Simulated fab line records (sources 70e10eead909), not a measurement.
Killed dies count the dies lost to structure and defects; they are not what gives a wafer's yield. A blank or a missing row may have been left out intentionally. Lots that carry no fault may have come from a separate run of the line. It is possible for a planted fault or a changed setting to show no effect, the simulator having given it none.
Which tool is to blame? | flow nand harc | 72 wafers from 24 lots sampled at 3 of the route's 1302 steps

WHAT THE GAUGES READ, wafer by wafer
NHARC_A_M0_THK_MEAS_24: measures by xrf.
lot  | measured     | on            | thk nm (nm)
L074 | day 23 07:17 | film metro-02 | 113.5 114.8 113.9
L075 | day 23 09:04 | film metro-02 | 114.9 114.6 114.8
L076 | day 23 16:20 | film metro-02 | 116.5 115.0 114.6
L077 | day 23 17:25 | film metro-01 | 115.3 113.8 112.7
L079 | day 24 13:40 | film metro-01 | 113.3 113.0 113.9
L078 | day 24 15:37 | film metro-01 | 115.2 116.1 112.5
L080 | day 25 05:01 | film metro-01 | 112.8 112.9 114.8
L081 | day 25 08:10 | film metro-02 | 114.9 116.1 116.5
L082 | day 26 17:14 | film metro-01 | 113.9 114.4 112.5
L084 | day 26 18:36 | film metro-01 | 112.1 116.7 113.8
L083 | day 26 23:04 | film metro-01 | 114.2 115.8 113.4
L085 | day 27 08:13 | film metro-02 | 113.1 114.8 112.8
L086 | day 28 04:37 | film metro-02 | 111.8 111.0 112.9
L089 | day 28 10:29 | film metro-01 | 112.8 113.1 114.9
L087 | day 28 12:59 | film metro-02 | 114.0 112.1 112.5
L088 | day 29 02:22 | film metro-02 | 114.5 113.5 114.1
L090 | day 29 04:25 | film metro-01 | 112.0 113.7 114.2
L091 | day 30 08:16 | film metro-01 | 113.5 113.4 112.2
L093 | day 30 11:58 | film metro-02 | 114.4 115.6 114.1
L092 | day 30 12:59 | film metro-02 | 113.9 113.9 113.5
L094 | day 30 23:11 | film metro-02 | 115.6 113.8 114.6
L095 | day 31 21:18 | film metro-01 | 111.9 114.3 113.8
L096 | day 32 04:17 | film metro-02 | 113.0 113.5 114.6
L097 | day 32 14:23 | film metro-02 | 113.7 112.4 114.4

WHAT TOOL EACH LOT RAN ON (gives the tool, then ch and the chambers of the sampled wafers, and finally the start)
lot  | NHARC_A_CONTACT_ETCH_88            | NHARC_A_CONTACT_ETCH_136
L074 | rie diel-04 ch 1,2, day 22 18:12   | har cap etch-01 ch 0,1, day 22 19:53
L075 | rie diel-04 ch 2,3, day 22 20:03   | har cap etch-02 ch 0,1, day 22 21:47
L076 | rie diel-04 ch 2,3, day 23 02:29   | har cap etch-03 ch 0,1, day 23 04:10
L077 | rie diel-04 ch 0,3, day 23 04:01   | har cap etch-03 ch 0, day 23 05:47
L079 | rie diel-04 ch 0,3, day 24 00:40   | har cap etch-02 ch 0,1, day 24 02:11
L078 | rie diel-04 ch 1,2,3, day 24 02:17 | har cap etch-03 ch 0,1, day 24 03:47
L080 | rie diel-04 ch 0,1, day 24 16:05   | har cap etch-01 ch 0,1, day 24 17:50
L081 | rie diel-04 ch 1,3, day 24 19:28   | har cap etch-02 ch 0,1, day 24 21:08
L082 | rie diel-04 ch 1,2, day 26 04:28   | har cap etch-01 ch 0,1, day 26 05:58
L084 | rie diel-11 ch 1,2,3, day 26 05:59 | har cap etch-02 ch 0,1, day 26 07:34
L083 | rie diel-13 ch 0,1, day 26 10:25   | har cap etch-01 ch 0,1, day 26 11:56
L085 | rie diel-04 ch 0,1, day 26 19:52   | har cap etch-03 ch 0,1, day 26 21:30
L086 | rie diel-04 ch 0,2, day 27 16:05   | har cap etch-02 ch 0,1, day 27 17:38
L089 | rie diel-13 ch 0,1,3, day 27 21:44 | har cap etch-02 ch 0,1, day 27 23:26
L087 | rie diel-13 ch 0,3, day 28 00:01   | har cap etch-01 ch 0,1, day 28 01:51
L088 | rie diel-04 ch 0,2,3, day 28 11:59 | har cap etch-01 ch 0,1, day 28 13:47
L090 | rie diel-11 ch 0,2,3, day 28 15:41 | har cap etch-02 ch 0,1, day 28 17:15
L091 | rie diel-04 ch 0,2, day 29 18:55   | har cap etch-02 ch 0,1, day 29 20:26
L093 | rie diel-04 ch 0,1, day 29 22:35   | har cap etch-01 ch 0,1, day 30 00:05
L092 | rie diel-04 ch 1,2,3, day 30 00:33 | har cap etch-02 ch 0,1, day 30 02:05
L094 | rie diel-04 ch 1,2,3, day 30 09:57 | har cap etch-02 ch 0,1, day 30 11:40
L095 | rie diel-11 ch 0,1,2, day 31 08:29 | har cap etch-02 ch 0,1, day 31 10:11
L096 | rie diel-11 ch 0,1,3, day 31 14:50 | har cap etch-01 ch 0,1, day 31 16:36
L097 | rie diel-04 ch 0,1,2, day 32 01:31 | har cap etch-01 ch 0,1, day 32 03:07
- NHARC_A_CONTACT_ETCH_88: etches the open film in CF4, target depth 39 nm, time 65 s.
- NHARC_A_CONTACT_ETCH_136: etches the open film in C4F8/O2/Ar, time 311 s, target depth 1912 nm.

AS READ BY THE TOOLS THEMSELVES (means over the sampled wafers that have a number; for cases with no such wafer, the mark the record gives instead)
NHARC_A_CONTACT_ETCH_88.
lot  | tool        | drypump motor current A (A) | oes product au (a.u.) | rf vpp V (V) | showerhead plenum p Torr (Torr) | throttle valve pct (%)
L074 | rie diel-04 | 5.4                         | 1.012                 | 151.0        | 1.70                            | 13.286
L075 | rie diel-04 | 5.7                         | 1.011                 | 151.1        | 1.75                            | 13.282
L076 | rie diel-04 | 5.7                         | 1.011                 | 151.1        | 1.75                            | 13.281
L077 | rie diel-04 | 5.6                         | 1.003                 | 151.0        | 1.75                            | 13.278
L079 | rie diel-04 | 5.5                         | 0.991                 | 150.2        | 1.73                            | 13.289
L078 | rie diel-04 | 5.5                         | 0.997                 | 150.6        | 1.72                            | 13.286
L080 | rie diel-04 | 5.3                         | 0.990                 | 150.5        | 1.70                            | 13.289
L081 | rie diel-04 | 5.4                         | 0.997                 | 151.2        | 1.70                            | 13.280
L082 | rie diel-04 | 5.3                         | 1.004                 | 150.6        | 1.70                            | 13.289
L084 | rie diel-11 | 5.9                         | 0.993                 | 151.4        | 1.77                            | 13.283
L083 | rie diel-13 | 5.9                         | 1.001                 | 150.0        | 1.71                            | 13.282
L085 | rie diel-04 | 5.3                         | 0.995                 | 149.7        | 1.69                            | 13.273
L086 | rie diel-04 | 5.6                         | 1.009                 | 150.3        | 1.73                            | 13.280
L089 | rie diel-13 | 5.5                         | 1.004                 | 151.4        | 1.76                            | 13.281
L087 | rie diel-13 | 6.1                         | 1.004                 | 150.7        | 1.77                            | 13.289
L088 | rie diel-04 | 5.6                         | 0.995                 | 150.3        | 1.74                            | 13.284
L090 | rie diel-11 | 5.8                         | 0.998                 | 151.3        | 1.81                            | 13.286
L091 | rie diel-04 | 5.6                         | 1.012                 | 152.0        | 1.73                            | 13.288
L093 | rie diel-04 | 5.4                         | 1.004                 | 149.9        | 1.70                            | 13.275
L092 | rie diel-04 | 5.5                         | 0.998                 | 150.5        | 1.72                            | 13.289
L094 | rie diel-04 | 5.5                         | 0.997                 | 149.8        | 1.72                            | 13.284
L095 | rie diel-11 | 5.9                         | 1.001                 | 151.4        | 1.75                            | 13.278
L096 | rie diel-11 | 6.2                         | 1.000                 | 151.3        | 1.81                            | 13.279
L097 | rie diel-04 | 5.4                         | 0.999                 | 150.5        | 1.71                            | 13.287

THE ANSWER, worked out from the rows above alone
Rule: what is usual is taken from the lots themselves. The widest of any qualifying gaps counts: lots, ordered by their means at a reading, are off when they make up no more than a third of the lots, leave a main group of 4 or more, and stand apart from it by 3 or more times the standard deviation of that group's means. If all means in a main group match to the digits the tables above print for the reading, that group is not used. Also off: a lot with no number at a reading for which 4 or more lots have one. Any other lot the step has rows for is counted as sound. After the gauges, taken in route order, come the tools' own readings; for these a lot's mean is taken, as printed above. At the first step where some lot is off, the reading lying furthest off is the one used; lots without a number count as furthest.
No lot is off at any reading shown: from this, nothing can be told.

WHAT THE SIMULATOR PUT IN
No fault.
